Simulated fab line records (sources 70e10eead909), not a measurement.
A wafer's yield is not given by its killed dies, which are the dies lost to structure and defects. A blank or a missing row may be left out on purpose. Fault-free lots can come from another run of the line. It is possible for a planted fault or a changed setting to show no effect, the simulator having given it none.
Tool commonality check / flow nand_harc / 42 wafers sampled across 14 lots

REASON FOR OPENING
On 2 of the 14 lots, a flag is raised at NHARC_A_BLC_CD_MEAS_10 on the reading cd_nm. Fault-free wafers read 99.9 nm, with a standard deviation of 0.45.
Rule: flag the lot when none of its wafers has a number, or when each of its wafers that has one lies beyond 4 standard deviations from that mean. The other lots count as sound.

lot=L424; measured=day 17 10:07; on=cd_sem-01; cd_nm (nm), wafer by wafer=100.6 99.4 100.3; flag=
lot=L423; measured=day 17 11:56; on=cd_sem-03; cd_nm (nm), wafer by wafer=100.0 99.3 100.2; flag=
lot=L426; measured=day 17 19:19; on=cd_sem-02; cd_nm (nm), wafer by wafer=100.1 100.0 99.7; flag=
lot=L428; measured=day 18 00:20; on=cd_sem-02; cd_nm (nm), wafer by wafer=99.6 99.9 99.4; flag=
lot=L425; measured=day 18 04:40; on=cd_sem-02; cd_nm (nm), wafer by wafer=100.3 99.6 99.5; flag=
lot=L431; measured=day 19 10:19; on=cd_sem-02; cd_nm (nm), wafer by wafer=100.1 99.9 99.9; flag=
lot=L430; measured=day 19 11:35; on=cd_sem-03; cd_nm (nm), wafer by wafer=100.7 100.5 99.6; flag=
lot=L433; measured=day 19 13:30; on=cd_sem-03; cd_nm (nm), wafer by wafer=99.3 99.5 99.3; flag=
lot=L432; measured=day 19 19:44; on=cd_sem-01; cd_nm (nm), wafer by wafer=100.6 100.1 99.9; flag=
lot=L434; measured=day 20 13:37; on=cd_sem-02; cd_nm (nm), wafer by wafer=100.0 99.3 99.6; flag=
lot=L439; measured=day 21 01:59; on=cd_sem-02; cd_nm (nm), wafer by wafer=99.6 99.2 99.4; flag=
lot=L440; measured=day 21 02:52; on=cd_sem-01; cd_nm (nm), wafer by wafer=100.3 99.7 100.1; flag=
lot=L438; measured=day 21 04:23; on=cd_sem-03; cd_nm (nm), wafer by wafer=107.0 107.2 106.9; flag=FLAGGED
lot=L442; measured=day 21 21:48; on=cd_sem-03; cd_nm (nm), wafer by wafer=107.0 107.4 107.6; flag=FLAGGED
The numbers of the flagged lots are 107.2 nm on average: +7.3 nm against the usual, or +16 standard deviations.

EACH LOT AND THE TOOL IT RAN ON
The record holds 2 process steps before the reading, out of a route of 1159 steps. Each cell gives the tool, then ch followed by the chambers the sampled wafers passed through, then the start.
lot=L424; flag=; NHARC_A_CONTACT_ETCH_139=har_cap_etch-01 ch 1, day 16 21:42; NHARC_A_BLC_PEB_08=litho_track-01 ch 0, day 17 10:02
lot=L423; flag=; NHARC_A_CONTACT_ETCH_139=har_cap_etch-01 ch 0,1, day 17 02:46; NHARC_A_BLC_PEB_08=litho_track-01 ch 0, day 17 11:52
lot=L426; flag=; NHARC_A_CONTACT_ETCH_139=har_cap_etch-01 ch 0,1, day 17 15:46; NHARC_A_BLC_PEB_08=litho_track-01 ch 0, day 17 19:14
lot=L428; flag=; NHARC_A_CONTACT_ETCH_139=har_cap_etch-02 ch 0,1, day 17 20:32; NHARC_A_BLC_PEB_08=litho_track-04 ch 0, day 18 00:15
lot=L425; flag=; NHARC_A_CONTACT_ETCH_139=har_cap_etch-01 ch 0,1, day 17 21:04; NHARC_A_BLC_PEB_08=litho_track-04 ch 0, day 18 04:35
lot=L431; flag=; NHARC_A_CONTACT_ETCH_139=har_cap_etch-01 ch 0,1, day 19 03:47; NHARC_A_BLC_PEB_08=litho_track-06 ch 0, day 19 10:14
lot=L430; flag=; NHARC_A_CONTACT_ETCH_139=har_cap_etch-03 ch 0,1, day 19 04:20; NHARC_A_BLC_PEB_08=litho_track-04 ch 0, day 19 11:31
lot=L433; flag=; NHARC_A_CONTACT_ETCH_139=har_cap_etch-01 ch 0,1, day 19 09:01; NHARC_A_BLC_PEB_08=litho_track-06 ch 0, day 19 13:25
lot=L432; flag=; NHARC_A_CONTACT_ETCH_139=har_cap_etch-03 ch 0,1, day 19 12:55; NHARC_A_BLC_PEB_08=litho_track-01 ch 0, day 19 19:39
lot=L434; flag=; NHARC_A_CONTACT_ETCH_139=har_cap_etch-02 ch 0,1, day 20 09:22; NHARC_A_BLC_PEB_08=litho_track-04 ch 0, day 20 13:32
lot=L439; flag=; NHARC_A_CONTACT_ETCH_139=har_cap_etch-01 ch 0,1, day 20 20:19; NHARC_A_BLC_PEB_08=litho_track-06 ch 0, day 21 01:54
lot=L440; flag=; NHARC_A_CONTACT_ETCH_139=har_cap_etch-03 ch 0,1, day 20 19:40; NHARC_A_BLC_PEB_08=litho_track-06 ch 0, day 21 02:47
lot=L438; flag=FLAGGED; NHARC_A_CONTACT_ETCH_139=har_cap_etch-03 ch 0,1, day 20 22:41; NHARC_A_BLC_PEB_08=litho_track-01 ch 0, day 21 04:19
lot=L442; flag=FLAGGED; NHARC_A_CONTACT_ETCH_139=har_cap_etch-02 ch 0,1, day 21 13:13; NHARC_A_BLC_PEB_08=litho_track-01 ch 0, day 21 21:43
These steps, and what they do:
- NHARC_A_CONTACT_ETCH_139: etches the open film in C4F8/O2/Ar, time 137 s, target depth 590 nm.
- NHARC_A_BLC_PEB_08: peb time 65 s.
- NHARC_A_BLC_CD_MEAS_10: target cd 100 nm.

FLAGGED AGAINST TOTAL, ONE TOOL AT A TIME (gauges that did the reading follow at the end)
step=NHARC_A_CONTACT_ETCH_139; tool=har_cap_etch-01; lots run=7; flagged=0; share of the flagged lots=none; sound lots run after its first flagged lot=-
step=NHARC_A_CONTACT_ETCH_139; tool=har_cap_etch-02; lots run=3; flagged=1; share of the flagged lots=some; sound lots run after its first flagged lot=0
step=NHARC_A_CONTACT_ETCH_139; tool=har_cap_etch-03; lots run=4; flagged=1; share of the flagged lots=some; sound lots run after its first flagged lot=0
step=NHARC_A_BLC_PEB_08; tool=litho_track-01; lots run=6; flagged=2; share of the flagged lots=all; sound lots run after its first flagged lot=0
step=NHARC_A_BLC_PEB_08; tool=litho_track-04; lots run=4; flagged=0; share of the flagged lots=none; sound lots run after its first flagged lot=-
step=NHARC_A_BLC_PEB_08; tool=litho_track-06; lots run=4; flagged=0; share of the flagged lots=none; sound lots run after its first flagged lot=-
step=NHARC_A_BLC_CD_MEAS_10; tool=cd_sem-01; lots run=3; flagged=0; share of the flagged lots=none; sound lots run after its first flagged lot=-
step=NHARC_A_BLC_CD_MEAS_10; tool=cd_sem-02; lots run=6; flagged=0; share of the flagged lots=none; sound lots run after its first flagged lot=-
step=NHARC_A_BLC_CD_MEAS_10; tool=cd_sem-03; lots run=5; flagged=2; share of the flagged lots=all; sound lots run after its first flagged lot=0

WHAT THE TABLE ALLOWS
Table rows that saw every flagged lot: 2, namely litho_track-01 at NHARC_A_BLC_PEB_08 and cd_sem-03 at NHARC_A_BLC_CD_MEAS_10.
- litho_track-01 at NHARC_A_BLC_PEB_08: 2 of its 6 lots flagged. Last sound lot L432 at day 19 19:39, first flagged lot L438 at day 21 04:19; a fault beginning in between fits.
- cd_sem-03 at NHARC_A_BLC_CD_MEAS_10: 2 of its 5 lots flagged. Last sound lot L433 at day 19 13:30, first flagged lot L438 at day 21 04:23; a fault beginning in between fits.
Counting lots can't tell these 2 tools apart, because each fits a fault that began at some hour. More lots, or a look at what each step does to the wafer, might.

WHAT THE SIMULATOR HAD PUT IN
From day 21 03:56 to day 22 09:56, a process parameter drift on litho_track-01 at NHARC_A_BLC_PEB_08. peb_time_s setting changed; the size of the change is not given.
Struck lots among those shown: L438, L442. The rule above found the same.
